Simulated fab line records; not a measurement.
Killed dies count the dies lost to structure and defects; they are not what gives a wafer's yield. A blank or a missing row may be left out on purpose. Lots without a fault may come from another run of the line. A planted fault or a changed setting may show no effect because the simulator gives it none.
Chamber matching ; flow n5_finfet ; N5_BEOL_M7_ILD_DEP_00 on pecvd-04: 3 sister chambers
The step deposits SiCOH lowk from DEMS/porogen, target thk 179.75 nm, time 33.4 s. 3 wafers are shown with their chamber, then 10 later ones without.

== WAFERS, EACH WITH ITS CHAMBER ==
wafer;chamber;showerhead_plenum_p_Torr (Torr)
L083.2;1;5.721
L083.5;0;5.715
L088.5;2;5.782

== WAFERS WHOSE CHAMBER IS MISSING ==
wafer;showerhead_plenum_p_Torr (Torr)
L088.6;5.714
L090.2;5.730
L090.4;5.740
L090.5;5.726
L093.1;5.743
L093.2;5.763
L093.6;5.722
L094.1;5.759
L094.4;5.754
L094.5;5.715

== EACH ONE'S CHAMBER ==
wafer;from the rows above;in truth
L088.6;can't be placed: 0 or 1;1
L090.2;can't be placed: 1 or 0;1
L090.4;can't be placed: 1 or 0 or 2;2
L090.5;can't be placed: 1 or 0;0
L093.1;can't be placed: 1 or 0 or 2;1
L093.2;can't be placed: 2 or 1 or 0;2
L093.6;can't be placed: 1 or 0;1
L094.1;can't be placed: 2 or 1 or 0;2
L094.4;can't be placed: 2 or 1 or 0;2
L094.5;can't be placed: 0 or 1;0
Correctly placed: 0 of 10. Unplaceable from these rows: 10, with the true chamber sitting among the candidates in 10. Wrongly placed: 0.
How it was worked out, from the rows above alone: a wafer's distance from a chamber is the root of the sum, over the readings, of the square of ((its reading less the chamber's mean) divided by the reading's scatter). The wafer belongs to the nearest chamber; if the next one is less than 2 further off, it can't be placed. Each chamber's mean is taken over the wafers shown for it. The scatter: with one shown wafer a chamber, the root of the mean of the squares of how far each hidden wafer lies from its nearest shown one.
